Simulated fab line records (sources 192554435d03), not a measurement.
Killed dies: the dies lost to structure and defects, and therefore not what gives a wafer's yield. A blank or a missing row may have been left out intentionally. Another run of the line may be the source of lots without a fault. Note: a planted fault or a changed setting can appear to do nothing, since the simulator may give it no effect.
fab line records | flow n5-finfet
record lots=7 wafers=39
route steps=1938 shown WELL_APT@26 FIN_CUT@176 SDB@369 HKMG_FIN@438 MOL_CONTACT_COAG@586 BEOL_M1@818 BEOL_M3@934 BEOL_M4@1098 BEOL_M8@1398 BEOL_M11@1592 BEOL_M13@1706 PASSIVATION@1915
start-h: hours from the record's opening day to when the first of the lot's shown wafers began | wait-h: time in hours since the lot's previous step | " as in the row above | L1.1+2: one row covering several wafers at once | - either no value or no given start | * or withheld: withheld | < > ~ a bound
route shown NAME@n: a module of which the file shows steps, and the number in the route of the first | usual: mean and standard deviation over wafers with no fault | same: alike in all rows | chamber/n: place in a boat | sites: the reading at each site | _std_site: their standard deviation | _edge_site: the outer-site mean with the inner-site mean subtracted | radius-mm: for every site, how far away it sits from the centre of the wafer | mask NAME#n: copy n | behind: the most recent tool/chamber to have shaped the wafer | hold: why the lot went on hold/how many hours it stayed there/how the hold came to an end | device: which transistor (n, p or np) failed to switch | end of line: at the end of the route, the tests of the same wafers | for a step that has no rows: nothing shown but its recipe | killed: the dies lost at the first sort to structure and to defects; this is not the yield of the wafer | map: per-die view of a wafer (x killed, . not killed, _ where there is no die)
set.NAME: the setting as run; set.NAME@STEP: as run at that earlier step | model.NAME: the simulator's own value behind a step, which no gauge read
lots run with intentionally changed settings; tables by step, rows by wafer
## steps
# step N5_WELL_APT_DEVELOP_07
# recipe develop-time-s=45 rinse-liquid=surfactant-rinse dry=air-spin dev-temp-c=21
# step N5_FIN_CUT_CUT_ETCH_15
# recipe chemistry=HBr/Cl2/O2 target=Si target-depth-a=1000 bt-time-s=10 mask-material=SOC time-s=42.4 ion-energy-ev=* bias-w=* pressure-mtorr=10 icp-w=800 HBr_flow_sccm=150 Cl2_flow_sccm=80 O2_flow_sccm=12
# step N5_SDB_CUT_ETCH_26
# recipe chemistry=HBr/Cl2/O2 target=Si target-depth-a=1296 bt-time-s=20 mask-material=SiNx time-s=51.8 ion-energy-ev=* bias-w=* pressure-mtorr=10 icp-w=800 HBr_flow_sccm=150 Cl2_flow_sccm=80 O2_flow_sccm=12
# step N5_HKMG_FIN_ETCH_35
# recipe chemistry=N2/H2 target=SOC target-depth-a=2158 ion-energy-ev=65 bias-w=5 source-w=3000 time-s=243.4 pressure-mtorr=30 n2-flow-sccm=200 h2-flow-sccm=200
# step N5_MOL_CONTACT_COAG_VIA_ETCH_46
# recipe chemistry=C4F6/O2 target-depth-a=460 overetch-a=92 mask-material=SOC target=SiO2 bias-w=455 pressure-mtorr=10 time-s=40 source-w=325 Ar_flow_sccm=300 C4F6_flow_sccm=10 O2_flow_sccm=10 ion-energy-ev=575.3 ends=end-point
# step N5_BEOL_M1_SPUTTER_81
# recipe material=Cu target-thk-a=45 temp-c=-20 chamber-pressure-pa=0.07 power-w=withheld time-s=8.29
# step N5_BEOL_M3_HM_DEP_02
# recipe material=TiN target-thk-a=200 temp-c=25 chamber-pressure-pa=0.49996
# step N5_BEOL_M4_SPUTTER_94
# step N5_BEOL_M8_DEP_56
# recipe material=SiCN target-thk-a=100 temp-c=withheld precursor=3MS/NH3 pressure-torr=3 rf-w=202 time-s=17.5
# step N5_BEOL_M11_CVD_75
# recipe material=Co target-thk-a=20 temp-c=withheld precursor=CCTBA/H2 pressure-torr=30 time-s=138.9
# step N5_BEOL_M13_SPUTTER_44
# recipe material=Ta target-thk-a=100 temp-c=50 bias-v=80 power-w=15000 chamber-pressure-pa=0.07 time-s=16.13
# step N5_PASSIVATION_PECVD_53
# recipe material=SiO2 target-thk-a=8000 temp-c=400 precursor=TEOS/O2 pressure-torr=6.5 rf-w=withheld teos-flow-sccm=withheld gas=O2 flow-sccm=2650 time-s=169.4
# step N5_PASSIVATION_PROBE_49
# usual defect-limited-yield=91.1/1.5 killed-at-contacts=12/5.6 killed-dies=105/18 sort_bin_5_function=5.1/0.92
# columns lot.wafer tool chamber start-h wait-h set.develop-time-s@WELL_APT_DEVELOP_07 set.time-s@FIN_CUT_CUT_ETCH_15 set.target-depth-a@SDB_CUT_ETCH_26 set.target-depth-a@HKMG_FIN_ETCH_35 set.target-depth-a@MOL_CONTACT_COAG_VIA_ETCH_46 set.target-thk-a@BEOL_M1_SPUTTER_81 set.target-thk-a@BEOL_M3_HM_DEP_02 set.time-s@BEOL_M4_SPUTTER_94 set.target-thk-a@BEOL_M8_DEP_56 set.target-thk-a@BEOL_M11_CVD_75 set.time-s@BEOL_M13_SPUTTER_44 set.time-s@PASSIVATION_PECVD_53 defect-limited-yield[%] killed-at-contacts killed-dies sort_bin_5_function[%]
L079.1 prober-01 - 290.39 0.0 45 42.4 1544 982.8 287.8 45 200 11.19 100 20 16.13 169.4 0 1074 1180 96.2
L079.2 prober-01 - 290.44 0.1 45 42.4 1544 2158 460 45 200 11.19 100 28.16 16.13 169.4 93.8 11 73 4.2
L079.3 prober-01 - 290.49 0.1 45 42.4 1296 982.8 460 45 200 8.29 100 20 16.13 169.4 92.2 8 92 4.6
L079.4 prober-01 - 290.54 0.2 45 42.4 1296 2158 460 45 244 11.19 100 20 16.13 169.4 91.4 15 101 5.2
L079.5 prober-01 - 290.59 0.2 45 42.4 1544 2158 287.8 45 244 8.29 100 28.16 16.13 169.4 0 1060 1180 95.4
L079.6 prober-01 - 290.64 0.3 45 42.4 1296 982.8 287.8 45 244 8.29 100 28.16 16.13 169.4 0 1073 1180 96.3
L077.1 prober-01 - 296.91 0.7 45 42.4 1296 1359 460 65.36 200 8.29 100 25.3 16.13 225.8 0 8 1180 96.4
L077.2 prober-01 - 296.96 0.7 45 29.47 1296 1359 647.4 45 200 11.14 100 25.3 21.89 169.4 91.4 18 101 5.4
L077.3 prober-01 - 297.01 0.8 45 29.47 1296 1359 647.4 65.36 278.2 11.14 117.5 25.3 16.13 225.8 0 9 1180 96.8
L077.4 prober-01 - 297.06 0.8 45 42.4 1296 2158 460 65.36 278.2 8.29 100 20 21.89 169.4 81.7 8 216 14.2
L077.5 prober-01 - 297.11 0.9 45 29.47 1296 2158 460 45 200 11.14 117.5 20 21.89 225.8 0 12 1180 97.4
L077.6 prober-01 - 297.16 0.9 45 42.4 1296 2158 647.4 45 278.2 8.29 117.5 20 16.13 169.4 82.9 15 202 13.6
L081.1 prober-02 - 310.29 0.0 45 42.4 1296 2158 234.8 26.39 302 8.29 100 20 16.13 169.4 0 1112 1180 97.5
L081.2 prober-02 - 310.34 0.1 23.04 42.4 1296 2158 234.8 26.39 200 8.29 100 31.94 7.374 169.4 0 1104 1180 96.9
L081.3 prober-02 - 310.39 0.1 23.04 42.4 711.7 2158 460 26.39 302 3.342 63.83 31.94 16.13 169.4 50.7 7 582 45.0
L081.4 prober-02 - 310.44 0.2 45 42.4 711.7 2158 460 45 200 8.29 63.83 20 16.13 169.4 90.2 14 116 5.0
L081.5 prober-02 - 310.49 0.2 45 42.4 1296 2158 460 45 302 3.342 63.83 31.94 7.374 169.4 61.3 14 457 34.8
L081.6 prober-02 - 310.54 0.3 23.04 42.4 711.7 2158 234.8 45 200 3.342 100 20 7.374 169.4 0 1078 1180 96.1
L083.2 prober-01 - 315.89 0.1 45 42.4 1296 2158 460 45 200 8.29 100 20 16.13 169.4 88.9 16 131 5.9
L083.4 prober-01 - 315.99 0.2 45 42.4 1296 2158 460 45 200 8.29 100 20 16.13 169.4 89.7 15 121 6.0
L083.6 prober-01 - 316.09 0.3 45 42.4 1296 2158 460 45 200 8.29 100 20 16.13 169.4 90.8 10 109 5.6
L086.1 prober-01 - 344.19 0.0 45 32.06 2066 2158 460 45 200 8.29 100 20 16.13 120 93.5 3 77 3.8
L086.2 prober-01 - 344.24 0.1 45 42.4 2066 1820 556.9 45 275.5 8.29 100 31.03 16.13 169.4 47.4 3 621 49.7
L086.3 prober-01 - 344.29 0.1 33.44 42.4 2066 1820 460 67.8 200 8.29 100 20 16.13 120 94.2 4 68 3.4
L086.4 prober-01 - 344.34 0.2 45 32.06 1296 2158 556.9 45 200 3.681 100 31.03 16.13 169.4 93.1 14 82 3.5
L086.5 prober-01 - 344.39 0.2 33.44 42.4 1296 2158 460 67.8 275.5 3.681 100 20 16.13 169.4 86.2 8 163 10.3
L086.6 prober-01 - 344.44 0.3 33.44 32.06 1296 1820 556.9 67.8 275.5 3.681 100 31.03 16.13 120 23.2 4 906 74.5
L089.1 prober-01 - 377.91 0.0 22.09 53.04 1296 2158 460 45 200 8.29 150.6 13.81 16.13 209.6 0 17 1180 96.4
L089.2 prober-01 - 377.96 0.1 45 42.4 1296 2158 460 45 200 11.25 100 13.81 16.13 209.6 0 16 1180 95.6
L089.3 prober-01 - 378.01 0.1 45 42.4 845.7 2158 460 57.5 200 8.29 150.6 20 16.13 209.6 0 19 1180 95.6
L089.4 prober-01 - 378.06 0.2 22.09 42.4 845.7 2158 460 45 200 11.25 100 20 16.13 169.4 91.7 13 98 4.2
L089.5 prober-01 - 378.11 0.2 22.09 53.04 1296 2158 460 57.5 200 8.29 100 13.81 16.13 169.4 92.4 11 90 3.9
L089.6 prober-01 - 378.16 0.3 45 53.04 845.7 2158 460 57.5 200 11.25 150.6 20 16.13 169.4 91.7 11 98 5.0
L096.1 prober-02 - 422.67 0.0 45 42.4 1552 2832 460 45 200 10.6 100 20 16.13 89.98 88.8 11 132 5.9
L096.2 prober-02 - 422.72 0.1 24.27 42.4 1296 2832 206.7 68.01 200 10.6 83.9 20 16.13 169.4 0 1083 1180 96.4
L096.3 prober-02 - 422.77 0.1 45 42.4 1552 2832 206.7 68.01 200 8.29 100 25.87 16.13 89.98 0 1066 1180 94.8
L096.4 prober-02 - 422.82 0.2 45 42.4 1296 2158 460 68.01 200 8.29 83.9 20 16.13 169.4 88.7 10 133 5.8
L096.5 prober-02 - 422.87 0.2 24.27 42.4 1296 2158 206.7 45 200 8.29 83.9 25.87 16.13 89.98 0 1059 1180 95.7
L096.6 prober-02 - 422.92 0.3 24.27 42.4 1552 2158 460 45 200 10.6 100 25.87 16.13 169.4 89.1 5 129 6.3
# killed by level:class
L079.1 MOL_CONTACT_COAG:area-etch=1059 BEOL_M4:geometric-particle:open=18 MOL_CONTACT_COAG:geometric-particle:open=13 STI_FIN_REVEAL:geometric-particle:open=12 FIN_SAQP:geometric-particle:short=11 BEOL_M0_SAQP:geometric-particle:short=9 FIN_SAQP:geometric-particle:open=8 GATE_CUT:geometric-particle:short=6
L079.2 MOL_CONTACT_COAG:geometric-particle:open=9 BEOL_M4:geometric-particle:open=8 BEOL_M0_SAQP:geometric-particle:short=6 BEOL_M1:geometric-particle:open=6 FIN_SAQP:geometric-particle:short=5 PAD_METAL:geometric-particle:short=5 DUMMY_GATE:geometric-particle:open=4 BEOL_M0_SAQP:geometric-particle:open=4
L079.3 BEOL_M0_SAQP:geometric-particle:open=12 FIN_SAQP:geometric-particle:short=10 BEOL_M4:geometric-particle:open=9 STI_FIN_REVEAL:geometric-particle:open=7 MOL_CONTACT_COAG:geometric-particle:open=7 BEOL_M0_SAQP:geometric-particle:short=7 BEOL_M2:geometric-particle:short=4 BEOL_M3:geometric-particle:open=4
L079.4 FIN_SAQP:geometric-particle:short=14 MOL_CONTACT_COAG:geometric-particle:open=13 BEOL_M0_SAQP:geometric-particle:short=11 FIN_SAQP:geometric-particle:open=9 BEOL_M0_SAQP:geometric-particle:open=5 BEOL_M4:geometric-particle:open=5 STARTING-WAFER:geometric-particle:short=5 STI_FIN_REVEAL:geometric-particle:open=4
L079.5 MOL_CONTACT_COAG:area-etch=1047 BEOL_M0_SAQP:geometric-particle:open=16 FIN_SAQP:geometric-particle:open=15 BEOL_M0_SAQP:geometric-particle:short=13 FIN_SAQP:geometric-particle:short=12 GATE_CUT:geometric-particle:short=10 MOL_CONTACT_COAG:geometric-particle:open=10 BEOL_M4:geometric-particle:open=9
L079.6 MOL_CONTACT_COAG:area-etch=1063 FIN_SAQP:geometric-particle:open=13 FIN_SAQP:geometric-particle:short=11 GATE_CUT:geometric-particle:short=11 STI_FIN_REVEAL:geometric-particle:open=9 MOL_CONTACT_COAG:geometric-particle:open=9 BEOL_M0_SAQP:geometric-particle:short=9 BEOL_M4:geometric-particle:open=8
L077.1 PASSIVATION:area-pecvd=1075 STI_FIN_REVEAL:geometric-particle:open=11 DUMMY_GATE:geometric-particle:open=9 BEOL_M2:geometric-particle:open=9 GATE_CUT:geometric-particle:short=7 MOL_CONTACT_COAG:geometric-particle:open=7 BEOL_M7:geometric-particle:open=7 BEOL_M0_SAQP:geometric-particle:short=6
L077.2 MOL_CONTACT_COAG:geometric-particle:open=16 GATE_CUT:geometric-particle:short=8 GATE_CUT:geometric-particle:open=7 FIN_SAQP:geometric-particle:short=6 STI_FIN_REVEAL:geometric-particle:open=6 FIN_SAQP:geometric-particle:open=4 BEOL_M1:geometric-particle:short=4 BEOL_M1:geometric-particle:open=4
L077.3 PASSIVATION:area-pecvd=676 BEOL_M3:area-open=398 STI_FIN_REVEAL:geometric-particle:open=18 BEOL_M1:geometric-particle:open=12 BEOL_M2:geometric-particle:open=9 GATE_CUT:geometric-particle:short=8 MOL_CONTACT_COAG:geometric-particle:open=6 STI_FIN_REVEAL:geometric-particle:short=4
L077.4 BEOL_M3:area-open=110 BEOL_M0_SAQP:geometric-particle:short=10 BEOL_M3:geometric-particle:open=9 M6:area-ald=8 STI_FIN_REVEAL:geometric-particle:open=7 BEOL_M1:geometric-particle:open=6 BEOL_M2:geometric-particle:open=6 MOL_CONTACT_COAG:geometric-particle:open=5
L077.5 PASSIVATION:area-pecvd=1082 FIN_SAQP:geometric-particle:short=14 MOL_CONTACT_COAG:geometric-particle:open=9 BEOL_M4:geometric-particle:open=8 GATE_CUT:geometric-particle:short=7 BEOL_M3:geometric-particle:open=6 FIN_SAQP:geometric-particle:open=5 BEOL_M1:geometric-particle:open=4
L077.6 BEOL_M3:area-open=101 MOL_CONTACT_COAG:geometric-particle:open=12 GATE_CUT:geometric-particle:open=8 BEOL_M0_SAQP:geometric-particle:short=7 BEOL_M0_SAQP:geometric-particle:open=7 BEOL_M1:geometric-particle:open=7 BEOL_M2:geometric-particle:open=7 STI_FIN_REVEAL:geometric-particle:open=5
L081.1 MOL_CONTACT_COAG:area-etch=1097 MOL_CONTACT_COAG:geometric-particle:open=11 STI_FIN_REVEAL:geometric-particle:open=10 BEOL_M0_SAQP:geometric-particle:short=7 BEOL_M0_SAQP:geometric-particle:open=7 BEOL_M4:geometric-particle:open=7 FIN_SAQP:geometric-particle:open=5 BEOL_M2:geometric-particle:open=5
L081.2 MOL_CONTACT_COAG:area-etch=1085 MOL_CONTACT_COAG:geometric-particle:open=11 MOL_CONTACT_COAG:geometric-particle:short=8 BEOL_M4:geometric-particle:open=8 STI_FIN_REVEAL:geometric-particle:open=7 DUMMY_GATE:geometric-particle:open=7 FIN_SAQP:geometric-particle:open=6 BEOL_M3:geometric-particle:open=6
L081.3 BEOL_M3:area-open=464 STI_FIN_REVEAL:geometric-particle:open=18 FIN_SAQP:geometric-particle:short=13 FIN_SAQP:geometric-particle:open=12 BEOL_M3:geometric-particle:open=9 MOL_CONTACT_COAG:geometric-particle:open=7 BEOL_M0_SAQP:geometric-particle:short=6 STARTING-WAFER:geometric-particle:open=6
L081.4 MOL_CONTACT_COAG:geometric-particle:open=14 STI_FIN_REVEAL:geometric-particle:open=10 BEOL_M3:geometric-particle:open=10 BEOL_M4:geometric-particle:open=10 FIN_SAQP:geometric-particle:open=7 FIN_SAQP:geometric-particle:short=7 BEOL_M0_SAQP:geometric-particle:short=6 GATE_CUT:geometric-particle:short=5
L081.5 BEOL_M3:area-open=353 STI_FIN_REVEAL:geometric-particle:open=14 FIN_SAQP:geometric-particle:short=9 MOL_CONTACT_COAG:geometric-particle:open=9 BEOL_M3:geometric-particle:open=8 BEOL_M4:interface-void-opened=7 DUMMY_GATE:geometric-particle:open=5 MOL_CONTACT_COAG:geometric-particle:short=5
L081.6 MOL_CONTACT_COAG:area-etch=1065 BEOL_M4:geometric-particle:open=14 MOL_CONTACT_COAG:geometric-particle:open=10 FIN_SAQP:geometric-particle:open=9 STI_FIN_REVEAL:geometric-particle:open=8 FIN_SAQP:geometric-particle:short=7 ILD0:geometric-particle:open=6 ILD0:geometric-particle:short=6
L083.2 FIN_SAQP:geometric-particle:open=16 FIN_SAQP:geometric-particle:short=15 BEOL_M0_SAQP:geometric-particle:open=14 MOL_CONTACT_COAG:geometric-particle:open=13 BEOL_M0_SAQP:geometric-particle:short=10 STI_FIN_REVEAL:geometric-particle:open=9 BEOL_M2:geometric-particle:short=7 BEOL_M2:geometric-particle:open=7
L083.4 FIN_SAQP:geometric-particle:open=14 MOL_CONTACT_COAG:geometric-particle:open=13 BEOL_M0_SAQP:geometric-particle:short=9 FIN_SAQP:geometric-particle:short=8 BEOL_M0_SAQP:geometric-particle:open=8 BEOL_M3:geometric-particle:open=8 STI_FIN_REVEAL:geometric-particle:open=7 STI_FIN_REVEAL:geometric-particle:short=5
L083.6 FIN_SAQP:geometric-particle:short=18 BEOL_M0_SAQP:geometric-particle:open=10 MOL_CONTACT_COAG:geometric-particle:open=8 BEOL_M0_SAQP:geometric-particle:short=8 GATE_CUT:geometric-particle:short=6 FIN_SAQP:geometric-particle:open=5 STI_FIN_REVEAL:geometric-particle:open=5 STARTING-WAFER:geometric-particle:short=5
L086.1 BEOL_M2:geometric-particle:open=14 PASS1_CAP:geometric-particle:short=8 GATE_CUT:geometric-particle:short=5 BEOL_M3:geometric-particle:open=5 GATE_CUT:geometric-particle:open=4 BEOL_M0_SAQP:geometric-particle:open=4 ILD0:geometric-particle:short=3 MOL_CONTACT_COAG:geometric-particle:open=3
L086.2 BEOL_M3:area-open=551 BEOL_M2:geometric-particle:open=9 BEOL_M0_SAQP:geometric-particle:open=6 BEOL_M2:geometric-particle:short=5 STI_FIN_REVEAL:geometric-particle:open=4 ILD0:geometric-particle:open=4 GATE_CUT:geometric-particle:open=4 FIN_SAQP:geometric-particle:short=3
L086.3 BEOL_M0_SAQP:geometric-particle:short=10 FIN_SAQP:geometric-particle:short=5 STI_FIN_REVEAL:geometric-particle:open=5 GATE_CUT:geometric-particle:short=5 BEOL_M3:geometric-particle:open=4 DUMMY_GATE:geometric-particle:open=3 MOL_CONTACT_COAG:geometric-particle:open=3 BEOL_M0_SAQP:geometric-particle:open=3
L086.4 MOL_CONTACT_COAG:geometric-particle:open=11 BEOL_M2:geometric-particle:open=11 BEOL_M1:geometric-particle:open=7 DUMMY_GATE:geometric-particle:open=6 BEOL_M0_SAQP:geometric-particle:short=5 FIN_SAQP:geometric-particle:short=4 GATE_CUT:geometric-particle:short=4 STI_FIN_REVEAL:geometric-particle:open=3
L086.5 BEOL_M3:area-open=62 BEOL_M0_SAQP:geometric-particle:open=15 BEOL_M0_SAQP:geometric-particle:short=12 DUMMY_GATE:geometric-particle:open=11 BEOL_M0:geometric-particle:open=7 BEOL_M2:geometric-particle:open=7 STI_FIN_REVEAL:geometric-particle:open=6 MOL_CONTACT_COAG:geometric-particle:open=6
L086.6 BEOL_M3:area-open=830 BEOL_M4:interface-void-opened=7 BEOL_M0_SAQP:geometric-particle:open=6 BEOL_M2:geometric-particle:open=6 STARTING-WAFER:geometric-particle:short=5 ILD0:geometric-particle:short=4 GATE_CUT:geometric-particle:short=4 MOL_CONTACT_COAG:geometric-particle:open=4
L089.1 PASSIVATION:area-pecvd=1080 MOL_CONTACT_COAG:geometric-particle:open=15 FIN_SAQP:geometric-particle:short=10 BEOL_M0_SAQP:geometric-particle:short=9 BEOL_M2:geometric-particle:open=9 BEOL_M0_SAQP:geometric-particle:open=8 BEOL_M4:geometric-particle:open=8 FIN_SAQP:geometric-particle:open=7
L089.2 PASSIVATION:area-pecvd=1065 BEOL_M0_SAQP:geometric-particle:open=12 FIN_SAQP:geometric-particle:short=11 MOL_CONTACT_COAG:geometric-particle:open=11 FIN_SAQP:geometric-particle:open=10 BEOL_M3:geometric-particle:open=9 DUMMY_GATE:geometric-particle:open=8 BEOL_M1:geometric-particle:open=7
L089.3 PASSIVATION:area-pecvd=1054 MOL_CONTACT_COAG:geometric-particle:open=16 BEOL_M0_SAQP:geometric-particle:open=14 FIN_SAQP:geometric-particle:short=11 BEOL_M0_SAQP:geometric-particle:short=10 BEOL_M4:geometric-particle:open=10 BEOL_M2:geometric-particle:open=9 BEOL_M3:geometric-particle:open=8
L089.4 STI_FIN_REVEAL:geometric-particle:open=14 FIN_SAQP:geometric-particle:short=13 MOL_CONTACT_COAG:geometric-particle:open=10 BEOL_M1:geometric-particle:open=9 BEOL_M0_SAQP:geometric-particle:open=5 GATE_CUT:geometric-particle:short=4 BEOL_M0_SAQP:geometric-particle:short=4 BEOL_M2:geometric-particle:open=3
L089.5 BEOL_M0_SAQP:geometric-particle:open=10 MOL_CONTACT_COAG:geometric-particle:open=9 FIN_SAQP:geometric-particle:open=7 GATE_CUT:geometric-particle:short=7 BEOL_M0_SAQP:geometric-particle:short=7 FIN_SAQP:geometric-particle:short=6 STI_FIN_REVEAL:geometric-particle:open=4 BEOL_M4:geometric-particle:open=4
L089.6 FIN_SAQP:geometric-particle:short=14 FIN_SAQP:geometric-particle:open=10 MOL_CONTACT_COAG:geometric-particle:open=9 STI_FIN_REVEAL:geometric-particle:open=6 BEOL_M1:geometric-particle:open=6 BEOL_M3:geometric-particle:open=6 STARTING-WAFER:geometric-particle:short=6 DUMMY_GATE:geometric-particle:open=5
L096.1 STI_FIN_REVEAL:geometric-particle:open=18 FIN_SAQP:geometric-particle:open=16 FIN_SAQP:geometric-particle:short=10 BEOL_M0_SAQP:geometric-particle:open=10 BEOL_M0_SAQP:geometric-particle:short=9 MOL_CONTACT_COAG:geometric-particle:open=8 BEOL_M2:geometric-particle:open=7 STI_FIN_REVEAL:geometric-particle:short=5
L096.2 MOL_CONTACT_COAG:area-etch=1079 FIN_SAQP:geometric-particle:short=11 BEOL_M0_SAQP:geometric-particle:short=9 BEOL_M5:geometric-particle:open=8 BEOL_M0_SAQP:geometric-particle:open=7 GATE_CUT:geometric-particle:short=6 FIN_SAQP:geometric-particle:open=4 BEOL_M1:geometric-particle:open=4
L096.3 MOL_CONTACT_COAG:area-etch=1049 BEOL_M0_SAQP:geometric-particle:open=15 MOL_CONTACT_COAG:geometric-particle:open=13 BEOL_M2:geometric-particle:open=12 BEOL_M0_SAQP:geometric-particle:short=11 STI_FIN_REVEAL:geometric-particle:open=9 GATE_CUT:geometric-particle:short=8 FIN_SAQP:geometric-particle:open=7
L096.4 BEOL_M4:geometric-particle:open=14 BEOL_M0_SAQP:geometric-particle:open=13 FIN_SAQP:geometric-particle:short=11 FIN_SAQP:geometric-particle:open=11 STI_FIN_REVEAL:geometric-particle:open=9 BEOL_M2:geometric-particle:open=8 BEOL_M5:geometric-particle:open=8 MOL_CONTACT_COAG:geometric-particle:open=7
L096.5 MOL_CONTACT_COAG:area-etch=1054 FIN_SAQP:geometric-particle:open=17 FIN_SAQP:geometric-particle:short=13 BEOL_M1:geometric-particle:open=11 BEOL_M2:geometric-particle:open=9 BEOL_M0_SAQP:geometric-particle:open=6 BEOL_M3:geometric-particle:open=6 BEOL_M4:geometric-particle:open=6
L096.6 STI_FIN_REVEAL:geometric-particle:open=21 BEOL_M1:geometric-particle:open=12 FIN_SAQP:geometric-particle:short=9 BEOL_M4:geometric-particle:open=9 BEOL_M0_SAQP:geometric-particle:short=8 DUMMY_GATE:geometric-particle:open=7 FIN_SAQP:geometric-particle:open=6 BEOL_M2:geometric-particle:short=6
## key
split step=N5_WELL_APT_DEVELOP_07 setting=develop-time-s stated-as=45
response none clear
split step=N5_FIN_CUT_CUT_ETCH_15 setting=time-s stated-as=42.4
response none clear
split step=N5_SDB_CUT_ETCH_26 setting=target-depth-a stated-as=1296
response none clear
split step=N5_HKMG_FIN_ETCH_35 setting=target-depth-a stated-as=2158
response none clear
split step=N5_MOL_CONTACT_COAG_VIA_ETCH_46 setting=target-depth-a stated-as=460
response step=N5_PASSIVATION_PROBE_49 reading=killed-at-contacts slope=-17.9 per=1% together-with=all explained=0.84
response step=N5_PASSIVATION_PROBE_49 reading=sort_bin_5_function slope=-1.52 per=1% together-with=all explained=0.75
response step=N5_PASSIVATION_PROBE_49 reading=defect-limited-yield slope=+1.52 per=1% together-with=all explained=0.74
response step=N5_PASSIVATION_PROBE_49 reading=killed-dies slope=-17.9 per=1% together-with=all explained=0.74
split step=N5_BEOL_M1_SPUTTER_81 setting=target-thk-a stated-as=45
response none clear
split step=N5_BEOL_M3_HM_DEP_02 setting=target-thk-a stated-as=200
response none clear
split step=N5_BEOL_M4_SPUTTER_94 setting=time-s stated-as=8.29
response none clear
split step=N5_BEOL_M8_DEP_56 setting=target-thk-a stated-as=100
response none clear
split step=N5_BEOL_M11_CVD_75 setting=target-thk-a stated-as=20
response none clear
split step=N5_BEOL_M13_SPUTTER_44 setting=time-s stated-as=16.13
response none clear
split step=N5_PASSIVATION_PECVD_53 setting=time-s stated-as=169.4
response none clear
